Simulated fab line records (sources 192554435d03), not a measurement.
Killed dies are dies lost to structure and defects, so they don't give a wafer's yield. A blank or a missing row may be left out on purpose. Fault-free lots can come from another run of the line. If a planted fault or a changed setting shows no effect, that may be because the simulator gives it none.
Split-lot experiment | flow n5 finfet | 7 lots, 21 wafers read, on a route of 1938 steps

## THE SPLIT
At N5_DUMMY_GATE_PECVD_30 (deposits SiO2 from TEOS/O2, target thk 55 nm, time 10.8 s), the setting time s was moved away from the recipe's 10.8 s on 7 of the 21 wafers read, by -11.8% to +6.2%. This setting was run at the recipe's value on the other wafers.

## FROM THE SPLIT TO THE READING: what the file shows between them, 10 steps
- N5_DUMMY_GATE_COAT_35: time 60 s, resist thk 10 nm (also split here: spin rpm)
- N5_DUMMY_GATE_COAT_28: time 60 s, resist thk 10 nm
- N5_DUMMY_GATE_COAT_09: resist thk 30 nm
- N5_DUMMY_GATE_ETCH_29: etches underlayer in N2/H2, target depth 13 nm
- N5_DUMMY_GATE_ETCH_36: etches SiARC in CF4, target depth 13 nm
- N5_DUMMY_GATE_ETCH_37: etches SOC in N2/H2, target depth 60 nm, overetch 30 nm
- N5_DUMMY_GATE_STRIP_38: strips in N2/H2
- N5_DUMMY_GATE_STRIP_39: strips in N2/H2
- N5_DUMMY_GATE_STRIP_41: strips in O2
- N5_DUMMY_GATE_HM_OPEN_21: chemistry CH3F/O2, target SiNx, target depth 120 nm, time 171.4 s

## THE READING
SiO2_of_DUMMY_GATE_PECVD_30.thk nm (the simulator's own value, which no gauge read), in nm, at N5_DUMMY_GATE_ETCH_32 (etches SiO2 in CF4, target depth 3.5 nm, time 3.9 s). The file gives no usual value for it. Here, 14 wafers ran the recipe; their average is 41.7 nm with a standard deviation of 0.75 nm.

wafer  | tool, chamber at the split | time s as run, s | against the recipe | SiO2_of_DUMMY_GATE_PECVD_30.thk nm, nm | against lot-mates on the recipe
L075.2 | pecvd-03, 0                | 10.8             | recipe             | 42                                     | -
L075.4 | pecvd-03, 1                | 10.16            | -5.9%              | 39                                     | -3.0
L075.6 | pecvd-03, 0                | 10.16            | -5.9%              | 38.2                                   | -3.8
L076.2 | pecvd-04, 0                | 10               | -7.4%              | 38                                     | -4.6
L076.4 | pecvd-04, 0                | 10.8             | recipe             | 43.2                                   | -
L076.6 | pecvd-04, 2                | 10.8             | recipe             | 42                                     | -
L079.1 | pecvd-04, 1                | 10.8             | recipe             | 41.6                                   | -
L079.4 | pecvd-04, 2                | 9.531            | -11.8%             | 35.6                                   | -6.0
L079.6 | pecvd-04, 0                | 9.531            | -11.8%             | 35.4                                   | -6.2
L083.2 | pecvd-03, 1                | 10.8             | recipe             | 41.8                                   | -
L083.4 | pecvd-03, 0                | 10.8             | recipe             | 40.8                                   | -
L083.5 | pecvd-03, 1                | 10.8             | recipe             | 42.6                                   | -
L087.1 | pecvd-03, 1                | 10.8             | recipe             | 41.6                                   | -
L087.5 | pecvd-03, 2                | 11.47            | +6.2%              | 45.6                                   | +4.0
L087.6 | pecvd-03, 0                | 11.47            | +6.2%              | 44.8                                   | +3.2
L092.1 | pecvd-04, 1                | 10.8             | recipe             | 40                                     | -
L092.5 | pecvd-04, 1                | 10.8             | recipe             | 41.4                                   | -
L092.6 | pecvd-04, 0                | 10.8             | recipe             | 41.4                                   | -
L096.2 | pecvd-04, 0                | 10.8             | recipe             | 42.2                                   | -
L096.3 | pecvd-04, 1                | 10.8             | recipe             | 41                                     | -
L096.4 | pecvd-04, 1                | 10.8             | recipe             | 41.8                                   | -

THE FIT
A straight line over all 21 wafers: SiO2_of_DUMMY_GATE_PECVD_30.thk nm changes by +0.531 nm for each +1% of time s; r = +0.97; the points scatter about the line by 0.68 nm.
The same after taking each lot's own level away (the mean of its wafers on the recipe; 21 wafers): +0.55 nm for each +1%; r = +0.98; scatter 0.55 nm.
According to that fit, moving time s by its largest amount changes the reading by 6.5 nm.
Across the lots, their own levels run from 40.93 to 42.60 nm, a range of 2.2 times the standard deviation given above.
Consequently the slope shifts little with the lot-to-lot level, the two slopes agreeing.
Check: with one of the wafers moved furthest among these (-11.8%) left out of the fit, the line predicts -6.63 nm for it against its lot-mates. It came out at -6 nm against them.

## ADDITIONAL SPLITS CARRIED BY THESE WAFERS
These wafers also went through other splits before the reading. Each is held against what the fit with the lots' levels taken away leaves over:
other split on the same wafers        | wafers away from the commonest value | r with SiO2_of_DUMMY_GATE_PECVD_30.thk nm (lot level and that fit taken away)
N5_FIN_SAQP_SPACER1_ALD_24 ald cycles | 12                                   | +0.15
N5_FIN_CUT_EXPOSE_05 dose mj          | 5                                    | -0.23
N5_DUMMY_GATE_COAT_35 spin rpm        | 7                                    | -0.33

## THE WHOLE CHAIN: every reading that the file lists as answering this split, in the file's order
step                   | what it does                                              | reading                                                                             | change (the file's fit)               | r (the file's)
N5_DUMMY_GATE_PECVD_30 | deposits SiO2 from TEOS/O2, target thk 55 nm, time 10.8 s | SiO2_of_DUMMY_GATE_PECVD_30.thk nm (the simulator's own value, which no gauge read) | +0.547 nm for each +1% of the setting | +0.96
N5_DUMMY_GATE_ETCH_32  | etches SiO2 in CF4, target depth 3.5 nm, time 3.9 s       | SiO2_of_DUMMY_GATE_PECVD_30.thk nm (the simulator's own value, which no gauge read) | +0.556 nm for each +1% of the setting | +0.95

## FILE'S OWN FIT
SiO2_of_DUMMY_GATE_PECVD_30.thk nm changes by +0.556 nm for each +1% of time s, r = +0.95.
